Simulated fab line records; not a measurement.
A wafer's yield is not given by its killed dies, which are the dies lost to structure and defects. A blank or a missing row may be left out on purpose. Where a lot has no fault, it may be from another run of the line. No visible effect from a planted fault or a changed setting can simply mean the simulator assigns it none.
fab line records	flow n5_finfet
record lots=9	wafers=27	last_day=20
route steps=1938 shown BEOL_M2@858 BEOL_M4@1111
lots that met no fault: taken from a fault-free run of the same line
start_h: start of the lot's first displayed wafer, in hours after the record's first day	wait_h: how many hours have passed since the lot's step before this one	" identical to the entry in the row above	L1.1+2: a row that stands for several wafers	- no value, or no start was given	* or withheld: withheld	< > ~ a bound
route shown NAME@n: a module of which the file shows steps, and the number in the route of the first	usual: mean and standard deviation over wafers with no fault	same: alike in all rows	chamber/n: place in a boat	sites: the reading at each site	_std_site: the values' standard deviation	_edge_site: mean of outer sites minus mean of inner sites	radius_mm: for every site, how far away it sits from the centre of the wafer	mask NAME#n: copy n	behind: the last tool/chamber to shape the wafer	hold: reason for holding the lot/hours on hold/outcome of the hold	device: whichever transistor did not switch (one of n, p or np)	end of line: at the end of the route, the tests of the same wafers	a step with no rows: only its recipe	killed: the dies lost at the first sort to structure and to defects; this is not the yield of the wafer	map: shows each die of a wafer: x if killed, . if not, _ if none is there
set.NAME: the setting as run; set.NAME@STEP: as run at that earlier step	model.NAME: the simulator's own value behind a step, which no gauge read
route steps across a sampled set of lots; one table per step, one row per wafer
services: the hour from which a tool's chamber was out of use, counted from the record's first day as start_h (under 0 if before that day), plus the number of hours and why
## steps
# step N5_BEOL_M2_ETCH_74
# recipe chemistry=N2/H2	target=underlayer	target_depth_a=65	mask_material=CAR-EUV	time_s=5.2	ion_energy_ev=200	pressure_mtorr=30	source_w=840	bias_w=150	n2_flow_sccm=200	h2_flow_sccm=200	ends=cleared
# usual drypump_motor_current_A=5.8/0.52	etch_rf_on_time_s=5.18/0.15	oes_product_au=0.63/0.075	rf_vpp_V=524/3	showerhead_plenum_p_Torr=2.55/0.095	throttle_valve_pct=17.9/0.33
lot.wafer	tool	chamber	start_h	wait_h	drypump_motor_current_A	etch_rf_on_time_s	oes_product_au	rf_hours_counter_h	rf_vpp_V	showerhead_plenum_p_Torr	throttle_valve_pct
L739.1	rie_diel-06	2	159.78	0.0	6.2	5.27	0.58	213	529	2.63	18.1
L739.4	"	3	"	"	6.8	5.27	0.60	215	526	2.62	17.9
L739.5	"	0	"	"	5.9	5.18	0.63	-	527	2.64	18.0
L745.2	rie_diel-02	3	187.46	0.0	6.4	5.23	0.63	182	520	2.43	17.6
L745.3	"	0	"	"	6.1	4.97	0.82	17	529	2.71	17.2
L745.5	"	1	"	"	5.5	5.40	0.60	-	525	2.53	18.3
L746.1	rie_diel-02	2	192.93	0.0	5.2	5.18	0.58	245	521	2.48	17.9
L746.4	"	0	"	"	6.1	4.99	0.82	19	529	2.71	17.2
L746.6	"	2	"	"	5.2	5.23	0.58	-	522	2.48	17.9
L749.1	rie_diel-03	2	221.09	0.0	5.6	5.39	0.60	192	520	2.42	17.9
L749.3	"	0	"	"	4.8	5.02	0.79	13	522	2.50	17.5
L749.6	"	3	"	"	6.1	5.30	0.57	-	520	2.40	17.8
L751.3	rie_diel-03	0	224.90	0.0	4.9	4.97	0.80	14	522	2.50	17.5
L751.4	"	3	"	"	6.1	5.29	0.56	247	520	2.40	17.8
L751.5	"	1	"	"	6.0	4.98	0.66	-	525	2.64	18.5
L753.1	rie_diel-02	1	249.78	0.0	5.5	5.42	0.59	238	523	2.52	18.4
L753.3	"	0	"	"	6.1	5.04	0.78	40	525	2.70	17.2
L753.4	"	3	"	"	6.3	5.26	0.60	208	522	2.42	17.7
L754.1	rie_diel-06	0	252.23	0.0	5.9	5.18	0.61	211	525	2.62	18.1
L754.2	"	3	"	"	6.8	5.26	0.58	244	524	2.61	17.9
L754.6	"	3	"	"	6.8	5.31	0.58	-	526	2.61	17.9
L760.1	rie_diel-06	0	278.43	0.0	5.9	5.23	0.60	221	528	2.62	18.1
L760.2	"	2	"	"	6.1	5.27	0.57	250	526	2.61	18.1
L760.4	"	2	"	"	6.1	5.27	0.57	-	525	2.61	18.1
L761.3	rie_diel-06	0	279.69	0.0	5.9	5.21	0.60	221	525	2.62	18.1
L761.5	"	0	"	"	5.9	5.24	0.60	-	526	2.62	18.1
L761.6	"	1	"	"	5.2	5.14	0.58	-	526	2.61	17.8
# step N5_BEOL_M2_OVL_MEAS_29
# recipe points_per_wafer=522
# usual V1_OVL=0.3/0.72
lot.wafer	tool	chamber	start_h	wait_h	V1_OVL[nm]
L739.1	overlay-02	0	160.65	0.0	1.3
L739.4	"	0	"	"	1.7
L739.5	"	0	"	"	1.7
L745.2	overlay-02	0	188.21	0.0	0.3
L745.3	"	0	"	"	1.0
L745.5	"	0	"	"	0.6
L746.1	overlay-02	0	193.68	0.0	0.8
L746.4	"	0	"	"	1.1
L746.6	"	0	"	"	0.6
L749.1	overlay-02	0	221.97	0.0	-0.4
L749.3	"	0	"	"	0.0
L749.6	"	0	"	"	-0.3
L751.3	overlay-02	0	226.69	0.0	0.6
L751.4	"	0	"	"	0.5
L751.5	"	0	"	"	1.4
L753.1	overlay-01	0	250.85	0.0	0.2
L753.3	"	0	"	"	1.3
L753.4	"	0	"	"	0.8
L754.1	overlay-01	0	253.22	0.0	0.2
L754.2	"	0	"	"	-0.1
L754.6	"	0	"	"	0.4
L760.1	overlay-02	0	279.35	0.0	0.0
L760.2	"	0	"	"	-1.1
L760.4	"	0	"	"	-0.2
L761.3	overlay-02	0	280.58	0.0	0.7
L761.5	"	0	"	"	0.6
L761.6	"	0	"	"	0.4
# step N5_BEOL_M2_ALD_98
# recipe material=SiO2	target_thk_a=25	temp_c=100	ald_precursor_family=BDEAS	ald_co_reactant=O2-plasma	pulse_time_s=1	co_reactant_pulse_time_s=1	purge_time_s=2	co_reactant_purge_time_s=2	ald_cycles=17	pressure_torr=2
# usual heater_power_outer_w=42/4.6	heater_power_w=80/7.5	precursor_pulse_height_rel=0.999/0.02	susceptor_temp_C=100.01/0.13
lot.wafer	tool	chamber	start_h	wait_h	heater_power_outer_w	heater_power_w	precursor_pulse_height_rel	susceptor_temp_C
L739.1	ald_sin-03	1	161.05	0.1	43	85	1.003	99.98
L739.4	"	0	"	"	33	67	1.036	99.87
L739.5	"	0	"	"	32	66	1.025	99.90
L745.2	ald_sin-01	1	188.63	0.3	49	89	0.999	100.02
L745.3	"	0	"	"	40	77	1.019	99.87
L745.5	"	0	"	"	39	78	1.002	99.91
L746.1	ald_sin-04	2	194.09	0.2	43	83	1.004	100.19
L746.4	"	0	"	"	40	78	1.026	100.14
L746.6	"	2	"	"	42	85	1.012	100.06
L749.1	ald_sin-01	3	222.26	0.1	39	71	1.030	100.02
L749.3	"	1	"	"	48	92	0.994	100.11
L749.6	"	2	"	"	43	83	0.978	100.14
L751.3	ald_sin-03	2	226.90	0.1	42	84	0.994	99.82
L751.4	"	1	"	"	44	84	1.010	99.97
L751.5	"	3	"	"	36	73	0.968	100.09
L753.1	ald_sin-03	0	251.51	0.1	36	73	0.988	103.53
L753.3	"	2	"	"	47	94	0.970	103.61
L753.4	"	1	"	"	46	89	0.984	103.79
L754.1	ald_sin-03	2	253.68	0.3	46	93	1.019	103.60
L754.2	"	1	"	"	48	91	1.033	103.59
L754.6	"	3	"	"	39	79	0.993	103.53
L760.1	ald_sin-04	0	279.59	0.1	39	76	0.970	100.20
L760.2	"	3	"	"	36	69	0.987	99.80
L760.4	"	2	"	"	42	83	1.047	99.79
L761.3	ald_sin-04	3	280.92	0.2	36	67	0.994	99.96
L761.5	"	3	"	"	38	68	1.004	99.89
L761.6	"	0	"	"	39	76	0.995	99.89
# step N5_BEOL_M2_STRIP_36
# recipe chemistry=N2/H2	power_w=450	temp_c=40	pressure_mtorr=20	rf_frequency_hz=6e+07	overash_fraction=0.3	bias_power_w=7	h2_frac=0.5	n2_flow_sccm=200	h2_flow_sccm=200
# usual drypump_motor_current_A=5.8/0.49	oes_product_au=0.76/0.093	rf_vpp_V=58.8/1.5	showerhead_plenum_p_Torr=2.54/0.11	temp_c=40.00/0.13	throttle_valve_pct=23.6/0.44
lot.wafer	tool	chamber	start_h	wait_h	drypump_motor_current_A	oes_product_au	rf_hours_counter_h	rf_vpp_V	showerhead_plenum_p_Torr	temp_c	throttle_valve_pct
L739.1	rie_diel-06	1	174.76	0.0	5.2	0.69	194	59.4	2.62	39.88	23.3
L739.4	"	3	"	"	6.8	0.71	219	59.1	2.62	40.24	23.7
L739.5	"	3	"	"	6.8	0.71	-	57.6	2.62	40.08	23.7
L745.2	rie_diel-06	1	192.31	0.0	5.2	0.70	200	60.6	2.62	39.96	23.4
L745.3	"	3	"	"	6.8	0.70	225	58.8	2.62	39.95	23.7
L745.5	"	3	"	"	6.8	0.70	-	60.7	2.62	40.06	23.7
L746.1	rie_diel-03	0	199.34	0.0	4.9	0.98	5	57.9	2.50	39.89	23.1
L746.4	"	1	"	"	5.9	0.78	165	60.4	2.64	40.21	24.4
L746.6	"	1	"	"	6.0	0.76	-	58.0	2.64	40.16	24.4
L749.1	rie_diel-06	3	247.86	0.0	6.8	0.69	243	58.6	2.61	40.15	23.7
L749.3	"	1	"	"	5.2	0.69	218	59.8	2.61	40.02	23.4
L749.6	"	0	"	"	5.9	0.71	-	61.2	2.62	39.94	23.9
L751.3	rie_diel-02	3	251.05	0.0	6.4	0.71	208	56.7	2.42	40.16	23.4
L751.4	"	1	"	"	5.5	0.70	239	57.7	2.51	39.99	24.1
L751.5	"	0	"	"	6.1	0.89	-	61.9	2.69	40.04	23.0
L753.1	rie_diel-06	0	254.85	0.0	5.9	0.71	212	59.3	2.62	40.06	23.9
L753.3	"	1	"	"	5.2	0.68	220	57.5	2.61	39.93	23.4
L753.4	"	2	"	"	6.2	0.66	241	57.8	2.61	40.15	24.0
L754.1	rie_diel-03	0	258.26	0.0	4.8	0.88	29	59.9	2.49	40.19	23.2
L754.2	"	2	"	"	5.7	0.71	204	58.0	2.41	40.07	23.6
L754.6	"	0	"	"	4.9	0.90	-	56.3	2.49	40.14	23.2
L760.1	rie_diel-02	3	283.16	0.0	6.4	0.70	221	60.7	2.41	39.84	23.4
L760.2	"	2	"	"	5.2	0.93	17	57.5	2.47	40.22	23.4
L760.4	"	3	"	"	6.4	0.70	-	56.9	2.41	39.95	23.4
L761.3	rie_diel-03	0	299.81	0.0	4.8	0.87	44	57.7	2.48	39.82	23.2
L761.5	"	2	"	"	5.6	0.69	-	59.4	2.40	39.99	23.6
L761.6	"	3	"	"	6.1	0.96	-	60.5	2.70	40.13	23.1
# step N5_BEOL_M4_RC_MEAS_101
# usual DIBL_N=36.3/1.6	DIBL_P=36.4/2.1	IOFF_N=0.16/0.032	IOFF_P=0.22/0.044	ION_N=675/12	ION_P=463/8.3	SS_N=71.6/0.64	SS_P=73.3/0.67	VT_N=250/3.3	VT_P=-250/3.7
lot.wafer	tool	chamber	start_h	wait_h	DIBL_N[mV/V]	DIBL_P[mV/V]	IOFF_N[nA/um]	IOFF_P[nA/um]	ION_N[uA/um]	ION_P[uA/um]	SS_N[mV/dec]	SS_P[mV/dec]	VT_N[mV]	VT_P[mV]
L739.1	prober-01	0	227.39	0.0	33.7	33.5	0.13	0.19	671	471	71.2	72.6	252	-249
L739.4	"	0	"	"	33.8	33.5	0.12	0.19	659	464	71.0	73.0	254	-249
L739.5	"	0	"	"	35.0	35.4	0.15	0.22	664	463	71.5	72.8	250	-251
L745.2	prober-01	0	252.46	0.2	36.8	38.9	0.19	0.26	690	472	71.3	74.1	249	-248
L745.3	"	0	"	"	36.9	38.7	0.19	0.26	682	471	71.8	73.6	249	-248
L745.5	"	0	"	"	37.2	40.1	0.20	0.29	697	486	71.9	74.9	247	-245
L746.1	prober-01	0	254.70	0.0	38.7	39.0	0.20	0.32	664	472	73.3	73.9	248	-242
L746.4	"	0	"	"	38.2	39.1	0.18	0.32	683	477	71.7	73.5	249	-244
L746.6	"	0	"	"	37.8	37.9	0.18	0.31	686	484	72.3	73.8	247	-240
L749.1	prober-02	0	287.00	0.0	33.7	32.9	0.13	0.20	674	469	71.2	71.8	250	-247
L749.3	"	0	"	"	38.6	38.7	0.22	0.29	694	472	72.7	74.4	243	-245
L749.6	"	0	"	"	35.6	35.8	0.17	0.26	696	479	71.5	73.3	249	-244
L751.3	prober-01	0	291.43	0.3	33.4	34.7	0.13	0.18	657	454	71.0	72.7	252	-250
L751.4	"	0	"	"	35.7	36.9	0.16	0.22	672	461	71.3	73.6	250	-250
L751.5	"	0	"	"	36.9	39.4	0.19	0.26	668	463	72.0	74.2	247	-248
L753.1	prober-02	0	306.11	0.7	34.7	35.1	0.14	0.20	663	458	71.4	73.7	253	-253
L753.3	"	0	"	"	33.1	33.9	0.11	0.18	651	457	71.3	73.1	257	-252
L753.4	"	0	"	"	35.3	35.8	0.15	0.20	668	462	71.0	74.1	251	-251
L754.1	prober-02	0	309.94	0.0	36.4	36.7	0.16	0.23	685	475	71.0	73.9	249	-249
L754.2	"	0	"	"	34.7	33.9	0.13	0.19	669	460	70.9	72.7	251	-249
L754.6	"	0	"	"	35.0	33.9	0.14	0.20	676	463	71.5	72.5	251	-248
L760.1	prober-02	0	354.48	0.0	35.4	36.1	0.13	0.16	665	456	71.8	72.6	254	-253
L760.2	"	0	"	"	34.7	35.6	0.13	0.16	662	456	71.1	73.2	252	-256
L760.4	"	0	"	"	40.7	41.8	0.24	0.26	697	463	73.0	74.2	245	-247
L761.3	prober-01	0	381.41	0.3	35.7	34.9	0.15	0.21	665	459	71.9	72.9	250	-250
L761.5	"	0	"	"	37.1	36.6	0.17	0.23	670	462	72.6	73.0	248	-248
L761.6	"	0	"	"	35.8	35.0	0.15	0.21	680	463	72.4	72.9	253	-251
## services
tool	chamber	start_h	hours	kind
rie_diel-03	0	163.82	-	clean
rie_diel-03	0	163.82	-	consumable_replace:focus_ring
rie_diel-03	0	163.82	23.9	scheduled_down
rie_diel-03	0	163.82	23.9	vent_cycle
rie_diel-02	2	187.41	4.7	repair
ald_sin-03	2	191.18	3.0	repair
rie_diel-06	2	204.99	5.7	repair
rie_diel-02	0	209.63	4.7	repair
rie_diel-02	2	215.22	8.0	repair
rie_diel-02	2	223.32	-	clean
rie_diel-03	2	232.24	9.5	repair
rie_diel-06	-	234.94	0.5	repair
rie_diel-03	3	245.80	5.4	repair
ald_sin-04	2	248.89	8.2	repair
ald_sin-03	0	252.23	4.6	repair
ald_sin-03	-	268.25	14.0	pm
rie_diel-06	3	268.66	-	clean
rie_diel-06	3	268.66	-	consumable_replace:focus_ring
rie_diel-06	3	268.66	20.6	scheduled_down
rie_diel-06	3	268.66	20.6	vent_cycle
rie_diel-06	2	289.23	-	clean
rie_diel-06	2	289.23	-	consumable_replace:focus_ring
rie_diel-06	2	289.23	18.8	scheduled_down
rie_diel-06	2	289.23	18.8	vent_cycle
## key
first_sign step=N5_BEOL_M2_ALD_98	reading=susceptor_temp_C	direction=up	sigmas=28	usual=*	struck=*
effect none on later readings
met_at N5_BEOL_M2_ALD_98
struck_lots L753,L754
not_acting_at N5_BEOL_M2_ETCH_74,N5_BEOL_M2_OVL_MEAS_29,N5_BEOL_M2_STRIP_36
onset_between 226.90 251.51
fault kind=process_parameter_drift	tool=ald_sin-03	chamber=-	onset_h=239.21	steps=N5_BEOL_M2_ALD_98	channel=temp_c	offset=*	shape=step	end_h=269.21	acts_in=*	stated=*
